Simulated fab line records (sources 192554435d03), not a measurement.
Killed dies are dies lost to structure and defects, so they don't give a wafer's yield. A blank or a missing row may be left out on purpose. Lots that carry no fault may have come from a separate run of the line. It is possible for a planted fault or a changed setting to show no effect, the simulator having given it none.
The same fault as seen by 2 desks    flow n5_finfet    only its own numbers are on each desk; what lay behind them is given at the end

## FROM THE METROLOGY DESK
What the gauges read for every lot (on any tool): the sampled wafers with a number, averaged. If a lot's mean is further than 4 standard deviations from the usual mean, the lot is out of limits and carries the mark OUT (the distance appears in the brackets). Only the readings that lie furthest out on some lot appear, 7 of the 11 it has.
Columns: A = cd_nm at N5_BEOL_M0_SAQP_CD_MEAS_25, usual 12.79 nm; B = DIBL_N at N5_BEOL_M4_RC_MEAS_101, usual 37.2 mV/V; C = IOFF_N at N5_BEOL_M4_RC_MEAS_101, usual 0.18 nA/um; D = ION_P at N5_BEOL_M4_RC_MEAS_101, usual 466 uA/um; E = SS_P at N5_BEOL_M4_RC_MEAS_101, usual 73.5 mV/dec; F = VT_N at N5_BEOL_M4_RC_MEAS_101, usual 249 mV; G = VT_P at N5_BEOL_M4_RC_MEAS_101, usual -248 mV
lot   first seen here  A      B     C     D    E     F    G
L229  day 5 11:44      13.01  37.0  0.17  467  73.1  248  -249
L234  day 6 19:05      12.77  36.5  0.18  468  73.2  248  -248
L235  day 7 02:52      12.71  35.2  0.14  464  73.1  251  -249
L236  day 7 09:50      12.67  36.3  0.16  465  73.3  251  -252
L237  day 7 12:04      12.67  36.4  0.17  467  73.3  247  -249
L240  day 8 10:33      12.88  40.5  0.23  466  74.3  245  -246
L244  day 10 03:49     12.57  38.8  0.18  454  73.6  249  -253
L243  day 10 05:17     13.34  39.0  0.20  468  74.3  248  -247
L250  day 11 09:37     12.58  36.7  0.18  463  74.1  247  -250
L251  day 11 11:20     12.75  34.0  0.13  469  72.5  251  -250
Result from this desk: across the 10 lots, nothing is out of limits.

## FOR THE TOOL OWNER'S DESK: ald_sin-04
The tool's own readings at N5_BEOL_M0_SAQP_ALD_48 (deposits SiO2, target thk 20 nm, pulse time 1 s, co reactant pulse time 1 s): means of the sampled wafers that have a number, for each lot that ran on this tool. If a lot's mean is further than 4 standard deviations from the usual mean, the lot is out of limits and carries the mark OUT (the distance appears in the brackets).
Columns: A = heater_power_w at N5_BEOL_M0_SAQP_ALD_48, usual 82 W; B = precursor_pulse_height_rel at N5_BEOL_M0_SAQP_ALD_48, usual 0.999
lot   first seen here  A   B
L237  day 7 14:59      77  0.986
L240  day 8 13:22      86  0.990
L244  day 10 06:55     70  0.986
L243  day 10 08:09     70  0.999
Result from this desk: across the 4 lots, nothing is out of limits.

## PUT TOGETHER
Nothing out of limits was seen by the metrology desk.
The desk of the tool owner found nothing out of limits.

## WHAT THE SIMULATOR HAD PUT IN
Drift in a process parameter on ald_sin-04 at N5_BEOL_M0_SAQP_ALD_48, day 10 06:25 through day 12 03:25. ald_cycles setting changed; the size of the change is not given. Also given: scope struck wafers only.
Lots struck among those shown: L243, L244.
